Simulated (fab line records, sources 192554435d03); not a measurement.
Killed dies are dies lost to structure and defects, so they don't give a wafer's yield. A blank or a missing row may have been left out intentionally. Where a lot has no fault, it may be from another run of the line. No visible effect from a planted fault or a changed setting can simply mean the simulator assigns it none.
Chamber matching    flow n5-finfet    N5_MOL_CONTACT_COAG_CMP_23 on cmp-01 has 4 sister chambers
The step polishes, stops on SiO2, t overpolish 1.5 s, target thk 0 nm. 18 wafers are shown with their chamber, then 9 later ones without.

== WAFERS PAIRED WITH THEIR CHAMBERS ==
wafer   chamber  motor-current-A (A)  edge-zone-pressure-frac  time-to-endpoint-s (s)
L076.2  2        7.1                  0.995                    10.5
L076.3  3        7.6                  0.998                    10.7
L076.6  1        8.6                  1.002                    9.4
L081.4  0        7.9                  1.003                    7.5
L081.5  1        8.9                  1.006                    8.5
L081.6  2        6.9                  1.002                    9.7
L083.1  0        7.6                  0.999                    9.8
L083.2  2        6.9                  0.994                    9.0
L083.4  3        8.0                  0.997                    12.1
L084.1  0        7.8                  0.999                    10.7
L084.2  2        7.0                  0.996                    10.6
L084.3  3        7.9                  0.995                    12.5
L091.2  3        8.0                  1.003                    7.8
L091.5  1        8.8                  0.993                    7.5
L091.6  2        7.3                  1.000                    6.4
L092.1  0        8.0                  1.002                    8.1
L092.4  3        7.7                  0.993                    8.6
L092.6  1        8.7                  1.007                    8.9

SIGNATURES (means of the wafers above)
reading                  chamber 0  chamber 1  chamber 2  chamber 3  scatter within a chamber
motor-current-A          7.825      8.750      7.040      7.840      0.165
edge-zone-pressure-frac  1.00075    1.00200    0.99740    0.99720    0.00413
time-to-endpoint-s       9.025      8.575      9.240      10.340     1.64
Rule: a wafer lies at a distance from a chamber equal to the root of the sum of squares, over the readings, of (its reading less the chamber's mean, divided by the reading's scatter). If the next closest chamber is less than 2 further off than the closest, the wafer can't be placed; otherwise it belongs to the closest. The scatter: the root of (the sum of the squares of (reading less its chamber's mean) over the shown wafers, divided by (wafers less chambers)).

== WAFERS WHOSE CHAMBER IS MISSING ==
wafer   motor-current-A (A)  edge-zone-pressure-frac  time-to-endpoint-s (s)
L093.3  7.2                  0.994                    8.2
L093.4  7.4                  0.991                    11.4
L093.6  8.4                  0.997                    10.7
L094.1  8.1                  1.002                    8.3
L094.2  8.6                  1.000                    9.9
L094.6  8.7                  1.000                    6.7
L097.1  7.0                  1.009                    8.1
L097.2  8.7                  1.001                    12.8
L097.5  7.6                  1.001                    11.9

== EACH ONE'S CHAMBER ==
wafer   from the rows above           in truth
L093.3  2                             2
L093.4  can't be placed: 2 or 3 or 0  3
L093.6  can't be placed: 1 or 3 or 0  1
L094.1  can't be placed: 0 or 3       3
L094.2  1                             1
L094.6  1                             1
L097.1  2                             2
L097.2  1                             1
L097.5  can't be placed: 3 or 0 or 2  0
5 of 9 placed correctly. These rows do not allow placing 4 (true chamber among the candidates in 4). Wrongly placed: 0.
